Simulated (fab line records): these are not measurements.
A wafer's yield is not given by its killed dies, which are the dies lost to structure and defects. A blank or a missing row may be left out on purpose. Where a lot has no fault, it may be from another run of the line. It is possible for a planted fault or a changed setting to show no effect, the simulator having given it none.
A lot that was struck, set against a sound lot	flow n5_finfet	15 out of 1938 route steps
Sound: wafers L529.2, L529.3, L529.5. Struck: wafer L542.3. (L542.1, L542.6 of the same lot were not struck and are left out.) The cause comes at the end.
At each step with rows: each side's tool, then ch and its chambers, then its first start. Under that, the readings that differ: sound wafers	struck wafers	difference of the means	sigmas: that difference in standard deviations of wafers without a fault.
alike: readings with means less than 2 such deviations apart, plus words and numbers identical on both sides. not compared: withheld readings, readings lacking a value on some wafer, bounds such as >300 that could conceal the same value, and numbers that have no deviation in the record and whose values overlap.
A row with sigmas, a row that says differs or no value, or rows on one side alone: a step with any of these is where the two part. When numbers do not overlap yet have no deviation, they are printed without sigmas and do not part them. A reading that every wafer of one side lacks parts them only if that side has two wafers or more.

first, 2 steps without rows for these wafers: N5_BEOL_M11_CURE_72 (cures SiCOH lowk, time 120 s); N5_BEOL_M11_DEGAS_44 (time 60 s).
N5_BEOL_M11_PRE_CLEAN_45: time 30 s.
  sound on pvd_sputter-02 at day 11 12:20; struck on pvd_sputter-02 at day 15 05:16
  alike: heater_power_w
N5_BEOL_M11_ALD_74: deposits TaN, target thk 2 nm, pulse time 2 s, purge time 3 s.
  sound on ald_metal-03 ch 0,1, day 11 12:24; struck on ald_metal-02 ch 1, day 15 05:20
  alike: heater_power_w
  not compared: since_wet_clean_h
N5_BEOL_M11_SURFACE_TREAT_76:
  sound on pvd_sputter-02 at day 11 14:16; struck on pvd_sputter-01 at day 15 05:38
  not compared: throttle_valve_pct
then, 1 step without rows for these wafers: N5_BEOL_M11_CVD_75 (deposits Co from CCTBA/H2, target thk 2 nm, time 138.9 s).
N5_BEOL_M11_SPUTTER_48: material Cu, target thk 12 nm, time 2 s.
  sound on pvd_sputter-03 at day 11 16:28; struck on pvd_sputter-01 at day 15 06:10
  alike: throttle_valve_pct
then, 2 steps without rows for these wafers: N5_BEOL_M11_ECD_50 (material Cu, target thk 318 nm); N5_BEOL_M11_ANNEAL_51 (time 90 s).
N5_BEOL_M11_CMP_52: polishes, stops on SiCOH lowk, t overpolish 7 s, target thk 140 nm.
  sound on cmp-01 ch 0,1,2, day 11 17:12; struck on cmp-01 ch 3, day 15 06:41
  alike: barrier_field_endpoint_s, motor_current_A, overpolish_run_s, time_to_endpoint_s
N5_BEOL_M11_THK_MEAS_53: measures by xrf.
  sound on film_metro-01 at day 11 17:25; struck on film_metro-01 at day 15 06:59
  alike: M11_THK
then, 1 step without rows for these wafers: N5_BEOL_M11_PRE_CLEAN_55 (time 15 s).
N5_BEOL_M11_DEP_56: deposits SiCN from 3MS/NH3, target thk 30 nm, time 10.5 s.
  sound on pecvd-04 ch 1,2, day 11 17:29; struck on pecvd-02 ch 1, day 15 07:02
reading	sound	struck	difference	sigmas
model.SiCN_of_BEOL_M11_DEP_56.thk_nm (nm)	29.8 29.8 30	20.6	-9.3	
  alike: showerhead_plenum_p_Torr, throttle_valve_pct
  not compared: since_wet_clean_h
N5_BEOL_M11_RS_MEAS_57: a four-point-probe measurement.
  sound on film_metro-01 at day 11 17:33; struck on film_metro-02 at day 15 07:07
  alike: M11_RS
after that, 1 step had no rows for these wafers: N5_PASSIVATION_PROBE_49.

== WHERE THEY PART ==
Nowhere in this record.

WHY: whatever the simulator had introduced
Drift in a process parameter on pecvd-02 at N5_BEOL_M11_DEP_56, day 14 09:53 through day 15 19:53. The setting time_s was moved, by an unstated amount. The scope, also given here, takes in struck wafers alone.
